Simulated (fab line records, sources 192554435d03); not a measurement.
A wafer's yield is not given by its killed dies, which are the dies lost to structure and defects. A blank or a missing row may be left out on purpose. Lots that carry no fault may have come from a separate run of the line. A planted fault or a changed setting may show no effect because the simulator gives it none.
Chamber matching | flow n5-finfet | 3 sister chambers for N5_BEOL_M2_PRE_CLEAN_60 on cvd-co-02
The step time 15 s. 3 wafers are shown with their chamber, then 11 later ones without.

== WAFERS PAIRED WITH THEIR CHAMBERS ==
wafer  | chamber | heater-power-w (W)
L089.3 | 2       | 81
L089.4 | 1       | 53
L092.1 | 0       | 97

== WAFERS WHOSE CHAMBER IS MISSING ==
wafer  | heater-power-w (W)
L092.4 | 82
L092.5 | 53
L093.1 | 98
L093.2 | 53
L093.5 | 52
L095.2 | 83
L095.4 | 84
L095.6 | 53
L097.1 | 97
L097.2 | 82
L097.4 | 98

== THE CHAMBER EACH PASSED THROUGH ==
wafer  | from the rows above | in truth
L092.4 | 2                   | 2
L092.5 | 1                   | 1
L093.1 | 0                   | 0
L093.2 | 1                   | 1
L093.5 | 1                   | 1
L095.2 | 2                   | 2
L095.4 | 2                   | 2
L095.6 | 1                   | 1
L097.1 | 0                   | 0
L097.2 | 2                   | 2
L097.4 | 0                   | 0
Correctly placed: 11 of 11. Not placeable from these rows: 0. Placed wrongly: 0.
How it was worked out, from the rows above alone: a wafer's distance from a chamber is the root of the sum, over the readings, of the square of ((its reading less the chamber's mean) divided by the reading's scatter). The wafer belongs to the nearest chamber; if the next one is less than 2 further off, it can't be placed. For every chamber, the mean is computed from those of its wafers that are shown. The scatter: with one shown wafer a chamber, the root of the mean of the squares of how far each hidden wafer lies from its nearest shown one.
